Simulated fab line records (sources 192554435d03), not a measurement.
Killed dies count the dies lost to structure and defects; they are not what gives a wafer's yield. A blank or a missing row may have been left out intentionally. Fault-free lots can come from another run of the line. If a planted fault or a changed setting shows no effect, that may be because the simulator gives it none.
What tool caused it?	flow n5-finfet	Sampling: 9 lots, 27 wafers, 2 of 1938 route steps

WHAT THE GAUGES READ, wafer by wafer
N5_BEOL_M4_RC_MEAS_101. Usual: DIBL_N 37.1 mV/V, standard deviation 1.8; DIBL_P 37.2 mV/V, standard deviation 2.1; IOFF_N 0.17 nA/um, standard deviation 0.033; IOFF_P 0.22 nA/um, standard deviation 0.037; ION_N 680 uA/um, standard deviation 11; ION_P 464 uA/um, standard deviation 7.7; SS_N 71.7 mV/dec, standard deviation 0.63; SS_P 73.6 mV/dec, standard deviation 0.67; VT_N 248.9 mV, standard deviation 2.9; VT_P -251 mV, standard deviation 3.6.
lot	measured	on	DIBL_N (mV/V)	DIBL_P (mV/V)	IOFF_N (nA/um)	IOFF_P (nA/um)	ION_N (uA/um)	ION_P (uA/um)	SS_N (mV/dec)	SS_P (mV/dec)	VT_N (mV)	VT_P (mV)	flag
L497	day 8 22:56	prober-02	38.7 35.8 34.1	40.6 36.7 33.8	0.22 0.14 0.12	0.26 0.18 0.15	701 676 667	473 455 454	72.0 71.4 71.0	74.6 73.2 72.5	242.9 251.4 251.3	-248 -256 -256	
L494	day 9 21:03	prober-02	37.9 38.6 38.9	37.9 38.6 40.7	0.17 0.19 0.21	0.20 0.22 0.26	671 677 713	454 459 480	72.0 72.0 71.7	73.3 73.4 73.4	250.8 247.7 244.9	-250 -249 -249	
L503	day 10 19:17	prober-01	35.6 38.3 34.8	35.8 37.0 34.9	0.15 0.19 0.14	0.20 0.23 0.19	675 691 678	466 470 464	71.2 71.7 70.5	73.9 73.9 72.2	249.1 249.9 250.8	-251 -249 -254	
L505	day 11 00:59	prober-01	38.3 37.0 35.7	38.8 36.4 34.3	0.17 0.16 0.14	0.24 0.21 0.17	671 691 672	463 468 457	71.8 71.1 71.4	75.1 73.4 72.9	250.1 248.5 251.5	-246 -252 -251	
L506	day 11 19:04	prober-02	39.2 37.0 38.2	40.1 38.1 39.8	0.20 0.16 0.20	0.23 0.19 0.23	673 679 686	452 458 465	72.7 71.3 72.0	74.4 74.2 74.5	249.5 249.1 248.2	-252 -253 -250	
L511	day 12 22:01	prober-01	36.6 35.4 39.7	36.0 34.3 38.6	0.15 0.13 0.21	0.20 0.18 0.24	673 687 671	461 472 455	71.4 71.3 72.8	73.1 73.1 73.6	251.9 251.6 248.7	-249 -252 -250	
L513	day 13 19:06	prober-02	37.3 38.2 41.6	37.1 37.8 41.5	0.17 0.20 0.29	0.22 0.24 0.31	703 677 701	478 462 477	72.3 71.6 72.4	73.7 74.4 75.2	246.6 245.7 241.5	-249 -250 -244	
L514	day 14 01:49	prober-02	35.7 35.8 37.6	35.8 34.0 37.0	0.15 0.15 0.17	0.21 0.19 0.22	669 673 674	465 461 468	71.6 72.0 72.0	73.1 72.5 73.2	250.2 251.8 251.1	-251 -252 -249	
L515	day 14 06:01	prober-01	38.4 37.4 37.3	37.9 36.2 35.7	0.20 0.18 0.17	0.24 0.22 0.21	695 678 666	469 461 461	72.2 72.0 71.5	74.3 73.4 73.1	243.4 247.8 249.1	-249 -251 -252	

N5_BEOL_M13_CD_MEAS_17: target cd 190 nm. Usual: 189.7 nm for cd-nm, sd 1.8.
lot	measured	on	cd-nm (nm)	flag
L497	day 12 05:05	cd-sem-03	188.6 193.1 190.8	
L494	day 13 12:04	cd-sem-02	190.5 190.3 190.3	
L503	day 13 21:55	cd-sem-01	189.4 189.7 192.7	
L505	day 14 00:11	cd-sem-03	191.6 189.6 192.0	
L506	day 14 16:57	cd-sem-01	189.0 190.0 190.1	
L511	day 16 05:19	cd-sem-03	189.1 187.6 188.4	
L513	day 16 22:32	cd-sem-02	189.5 189.6 190.0	
L514	day 17 10:35	cd-sem-02	191.4 190.4 191.5	
L515	day 17 10:51	cd-sem-02	187.5 188.8 185.7	

WHAT TOOL EACH LOT RAN ON (gives the tool, then ch and the chambers of the sampled wafers, and finally the start)
The record holds no process step before these readings.

AS READ BY THE TOOLS THEMSELVES (means over the sampled wafers that have a number; for cases with no such wafer, the mark the record gives instead)
The record holds no such reading with a usual standard deviation.

THE ANSWER, worked out from the rows above alone
Rule: a lot is off if the mean of its wafers that have a number lies more than 3 standard deviations from the usual mean. Also off: a lot with no number at a reading for which 4 or more lots have one. All remaining lots with rows at the step are treated as sound. After the gauges, taken in route order, come the tools' own readings; for these a lot's mean is taken, as printed above. The first step at which some lot is off is used, and at that step the reading that is off furthest; a lot without a number counts as furthest.
No lot is off at any reading shown: from this, nothing can be told.

WHAT HAD BEEN PUT IN BY THE SIMULATOR
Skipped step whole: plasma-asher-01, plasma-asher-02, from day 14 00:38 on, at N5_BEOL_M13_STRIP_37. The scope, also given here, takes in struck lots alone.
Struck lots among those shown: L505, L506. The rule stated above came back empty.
